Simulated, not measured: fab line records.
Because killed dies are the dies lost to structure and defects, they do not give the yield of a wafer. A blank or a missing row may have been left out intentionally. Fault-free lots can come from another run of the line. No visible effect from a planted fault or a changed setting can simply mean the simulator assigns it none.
The tool behind it: which one? | flow nand-harc | Sampling: 7 lots, 21 wafers, 4 of 1302 route steps

== WHAT THE GAUGES SHOWED, per wafer ==
NHARC_A_CONTACT_OVL_MEAS_43.
lot  | measured     | on         | overlay-x-nm (nm)
L804 | day 22 04:41 | overlay-02 | 1.2 1.6 1.3
L806 | day 24 00:23 | overlay-02 | 1.5 1.3 0.6
L809 | day 25 11:11 | overlay-02 | -0.7 -0.7 -0.6
L814 | day 26 08:13 | overlay-02 | 1.1 1.0 0.8
L819 | day 29 14:10 | overlay-01 | -0.3 0.0 -0.8
L820 | day 29 19:29 | overlay-02 | 0.4 0.3 0.2
L824 | day 31 00:29 | overlay-02 | 0.3 -0.2 -0.5

== EACH LOT AND THE TOOL THAT RAN IT (in order: tool; ch and the chambers of the sampled wafers; start) ==
lot  | NHARC_A_WL_FILL_CVD_03        | NHARC_A_WL_FILL_STRIP_27             | NHARC_A_CONTACT_SOFTBAKE_37
L804 | cvd-w-02 ch 0,1, day 21 07:05 | plasma-asher-02 ch 0,1, day 21 07:47 | litho-track-04 ch 0, day 22 04:00
L806 | cvd-w-02 ch 1, day 23 01:14   | plasma-asher-01 ch 0,1, day 23 02:09 | litho-track-01 ch 0, day 23 23:00
L809 | cvd-w-01 ch 0,1, day 24 10:59 | plasma-asher-02 ch 0,1, day 24 11:44 | litho-track-01 ch 0, day 25 10:00
L814 | cvd-w-02 ch 0,1, day 25 09:12 | plasma-asher-02 ch 0,1, day 25 09:55 | litho-track-01 ch 0, day 26 07:00
L819 | cvd-w-02 ch 1, day 28 10:19   | plasma-asher-01 ch 0,1, day 28 11:20 | litho-track-04 ch 0, day 29 13:00
L820 | cvd-w-01 ch 0,1, day 28 15:16 | plasma-asher-02 ch 0,1, day 28 16:00 | litho-track-01 ch 0, day 29 18:00
L824 | cvd-w-01 ch 0,1, day 30 00:21 | plasma-asher-02 ch 0,1, day 30 01:06 | litho-track-04 ch 0, day 30 23:00
- NHARC_A_WL_FILL_CVD_03: deposits W, target thk 40 nm, time 279 s.
- NHARC_A_WL_FILL_STRIP_27: strips in N2/H2, time 20 s.
- NHARC_A_CONTACT_SOFTBAKE_37: time 55 s.

== THE ANSWER, worked out from the rows above alone ==
Rule: the usual values come from the lots themselves. Put in order of their means at a reading, lots are off if they are a third of the lots or fewer, leave a main group of 4 or more, and stand apart from it by a gap of 3 or more times the standard deviation of the main group's means; of several such gaps the widest counts. Not used: any main group whose means are identical at the precision the tables above print for the reading. Also off: a lot with no number at a reading for which 4 or more lots have one. All remaining lots with rows at the step are treated as sound.
Across all readings shown, no lot is off: no conclusion can be drawn from this.

== WHAT WAS PUT IN BY THE SIMULATOR ==
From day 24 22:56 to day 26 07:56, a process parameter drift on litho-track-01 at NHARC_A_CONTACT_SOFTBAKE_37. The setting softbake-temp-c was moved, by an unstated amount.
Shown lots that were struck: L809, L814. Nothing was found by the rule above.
